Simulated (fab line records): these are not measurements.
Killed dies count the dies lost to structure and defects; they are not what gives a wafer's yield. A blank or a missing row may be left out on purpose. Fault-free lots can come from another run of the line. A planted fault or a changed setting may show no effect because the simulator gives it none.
Which tool did it? ; flow nandHarc ; 11 lots with 33 wafers sampled at 6 steps, on a route of 1159 steps

WHAT EACH GAUGE READ, for each wafer
NHARC_P_STI_CD_MEAS_16.
lot;measured;on;cdNm (nm)
L483;day 2 09:07;cdSem-03;198.5 196.6 198.3
L484;day 2 20:55;cdSem-02;202.4 198.2 198.8
L489;day 4 02:55;cdSem-03;199.6 199.0 197.8
L492;day 4 18:13;cdSem-03;198.1 200.1 200.5
L495;day 5 15:25;cdSem-01;200.4 199.8 200.3
L496;day 5 15:29;cdSem-01;196.2 198.1 196.7
L500;day 6 18:11;cdSem-03;200.7 200.4 201.1
L503;day 7 12:20;cdSem-01;197.9 197.1 198.3
L504;day 7 19:05;cdSem-02;198.5 200.7 202.8
L506;day 8 03:20;cdSem-01;199.6 199.6 196.9
L505;day 8 03:30;cdSem-01;201.3 200.8 199.8

NHARC_P_GATE_CD_MEAS_26 targets a cd of 120 nm.
lot;measured;on;cdNm (nm)
L483;day 4 11:12;cdSem-02;119.7 119.8 119.9
L484;day 4 23:50;cdSem-03;120.9 120.4 120.2
L489;day 6 14:31;cdSem-03;120.3 121.0 120.9
L492;day 6 21:15;cdSem-01;119.7 119.2 119.4
L495;day 7 23:13;cdSem-03;149.7 149.6 149.2 149.8 149.2 149.3
L496;day 7 22:28;cdSem-03;120.1 119.3 119.6
L500;day 9 01:05;cdSem-01;149.0 149.4 149.4 148.6 149.3 149.9
L503;day 9 17:04;cdSem-01;120.0 120.7 121.1
L504;day 9 20:32;cdSem-01;120.1 120.1 120.2
L506;day 10 04:05;cdSem-03;119.7 120.0 119.9
L505;day 10 04:14;cdSem-03;119.5 119.8 119.4

NHARC_END_SORT_01.
lot;measured;on;defectLimitedYield (%);killedAtArray;killedAtOther;killedAtPeriphery;killedDies;killedOpen;killedShort;sort_bin_2_pct (%);sort_bin_3_pct (%);sort_bin_4_pct (%);sortNPass;sortRimYieldPct (%);sortYieldPct (%)
L489;day 21 23:24;prober-02;94.8 92.8 94.1;31 48 38;0 0 0;4 1 2;35 49 40;4 3 3;0 1 2;1.6 2.2 1.8;0.15 0.44 0.30;3.4 4.6 3.8;642 628 637;98.1 95.3 96.2;94.8 92.8 94.1

WHICH TOOL RAN EACH LOT (tool, then ch and the chambers of the sampled wafers, then the start)
lot;NHARC_P_STI_ETCH_42;NHARC_P_GATE_DESCUM_13;NHARC_P_GATE_EXPOSE_23
L483;rieDiel-03 ch 0,3, day 2 08:44;rieDiel-04 ch 0,1, day 3 19:55;arfiScanner-03 ch 0, day 4 11:04
L484;rieDiel-12 ch 0,2, day 2 20:33;rieDiel-10 ch 2,3, day 4 08:23;arfiScanner-03 ch 0, day 4 23:42
L489;rieDiel-12 ch 1,2, day 4 02:32;rieDiel-10 ch 0,2,3, day 5 18:54;arfiScanner-01 ch 0, day 6 14:23
L492;rieDiel-03 ch 0,2,3, day 4 17:52;rieDiel-10 ch 1,2, day 6 05:23;arfiScanner-01 ch 0, day 6 21:07
L495;rieDiel-07 ch 0,1, day 5 15:03;rieDiel-04 ch 0,1,2, day 7 08:55;arfiScanner-01 ch 0, day 7 23:05
L496;rieDiel-12 ch 1,2,3, day 5 15:07;rieDiel-04 ch 1,3, day 7 09:23;arfiScanner-02 ch 0, day 7 22:19
L500;rieDiel-03 ch 1,2,3, day 6 17:50;rieDiel-04 ch 0,1,2, day 8 10:56;arfiScanner-01 ch 0, day 9 00:56
L503;rieDiel-12 ch 0,1, day 7 11:59;rieDiel-04 ch 0,2, day 9 03:17;arfiScanner-03 ch 0, day 9 16:55
L504;rieDiel-03 ch 1,2,3, day 7 18:43;rieDiel-10 ch 1,2,3, day 9 06:24;arfiScanner-02 ch 0, day 9 20:24
L506;rieDiel-03 ch 0,1,2, day 8 02:59;rieDiel-04 ch 2,3, day 9 14:33;arfiScanner-03 ch 0, day 10 03:57
L505;rieDiel-12 ch 1,2, day 8 03:10;rieDiel-04 ch 0,1, day 9 14:24;arfiScanner-02 ch 0, day 10 04:06
- NHARC_P_STI_ETCH_42: etches the open film in N2/H2, target depth 80 nm, overetch 24 nm, time 61 s.
- NHARC_P_GATE_DESCUM_13: chemistry O2, time 3 s.
- NHARC_P_GATE_EXPOSE_23: exposes mask P GATE, target cd 120 nm.

AS READ BY THE TOOLS THEMSELVES (means over the sampled wafers that have a number; for cases with no such wafer, the mark the record gives instead)
NHARC_P_STI_ETCH_42.
lot;tool;biasW (W);drypumpMotorCurrentA (A);oesProductAu (a.u.);rfVppV (V);showerheadPlenumPTorr (Torr);throttleValvePct (%)
L483;rieDiel-03;150.2;5.9;1.003;428.4;1.97;14.180
L484;rieDiel-12;149.8;5.8;0.991;431.2;2.05;14.172
L489;rieDiel-12;150.1;5.6;1.001;430.8;2.05;14.166
L492;rieDiel-03;149.5;5.9;0.994;429.9;2.02;14.175
L495;rieDiel-07;150.3;5.1;1.000;428.5;1.96;14.173
L496;rieDiel-12;149.6;5.8;0.994;429.5;2.03;14.169
L500;rieDiel-03;150.3;6.0;0.997;429.8;2.02;14.175
L503;rieDiel-12;150.0;6.2;0.995;432.2;2.09;14.168
L504;rieDiel-03;150.9;6.0;0.991;429.6;2.02;14.167
L506;rieDiel-03;149.9;6.0;0.998;428.2;1.97;14.167
L505;rieDiel-12;150.1;5.6;1.000;430.2;2.05;14.178

NHARC_P_GATE_DESCUM_13.
lot;tool;drypumpMotorCurrentA (A);oesProductAu (a.u.);rfVppV (V);showerheadPlenumPTorr (Torr);throttleValvePct (%)
L483;rieDiel-04;5.7;0.997;57.4;1.98;11.305
L484;rieDiel-10;5.8;0.995;57.9;2.03;11.308
L489;rieDiel-10;5.5;0.996;57.1;1.96;11.312
L492;rieDiel-10;5.6;0.992;59.4;1.86;11.314
L495;rieDiel-04;6.0;0.999;57.9;1.92;11.313
L496;rieDiel-04;5.4;1.011;58.0;1.99;11.310
L500;rieDiel-04;6.0;1.001;57.7;1.92;11.310
L503;rieDiel-04;6.3;0.991;57.6;1.89;11.307
L504;rieDiel-10;5.6;1.000;58.3;2.03;11.314
L506;rieDiel-04;5.7;1.004;58.1;1.96;11.302
L505;rieDiel-04;5.7;0.999;58.4;1.95;11.308

NHARC_P_GATE_EXPOSE_23.
lot;tool;exposureDoseMJCm2
L483;arfiScanner-03;93.90
L484;arfiScanner-03;94.00
L489;arfiScanner-01;93.93
L492;arfiScanner-01;94.00
L495;arfiScanner-01;56.71
L496;arfiScanner-02;94.05
L500;arfiScanner-01;56.68
L503;arfiScanner-03;93.83
L504;arfiScanner-02;93.92
L506;arfiScanner-03;93.89
L505;arfiScanner-02;93.95

THE ANSWER, worked out from the rows above alone
Rule: the lots themselves supply what counts as usual. The widest of any qualifying gaps counts: lots, ordered by their means at a reading, are off when they make up no more than a third of the lots, leave a main group of 4 or more, and stand apart from it by 3 or more times the standard deviation of that group's means. The tables above print the reading to a certain number of digits; a main group whose means all agree to those digits is not used. A lot without any number at a reading at which 4 lots or more have one is off too. Where the step has rows for the other lots, those lots are counted as sound. After the gauges, taken in route order, come the tools' own readings; for these a lot's mean is taken, as printed above. The first step at which some lot is off is used, and at that step the reading that is off furthest; a lot without a number counts as furthest.
Off: L495, L500, at NHARC_P_GATE_CD_MEAS_26 (cdNm). The main group: mean 120.0 nm, standard deviation 0.45.
If a tool, at a process step before that reading, ran all the lots that are off and no sound lot after the first of them, it fits. Not tried: the gauges at NHARC_P_GATE_CD_MEAS_26; whatever is off there is also off at NHARC_P_GATE_EXPOSE_23, on other tools, and gauge error can't account for it. One fits: arfiScanner-01 at NHARC_P_GATE_EXPOSE_23. A fault onset in the window from L492 (day 6 21:07, its last sound lot) to L495 (day 7 23:05, its first lot off) fits.
The tool's own readings at NHARC_P_GATE_EXPOSE_23 bear it out: on the lots that are off they differ by more than 5 times the standard deviation of the sound lots' means. exposureDoseMJCm2 reads 56.70 there against 93.94 on the sound lots.

WHAT THE SIMULATOR HAD INSERTED
Process parameters drifting: arfiScanner-01 at NHARC_P_GATE_EXPOSE_23, beginning at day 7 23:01. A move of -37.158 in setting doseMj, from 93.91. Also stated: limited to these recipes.
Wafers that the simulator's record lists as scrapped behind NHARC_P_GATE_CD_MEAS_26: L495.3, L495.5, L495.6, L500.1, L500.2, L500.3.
Lots struck among those shown: L495, L500. The rule above found the same.
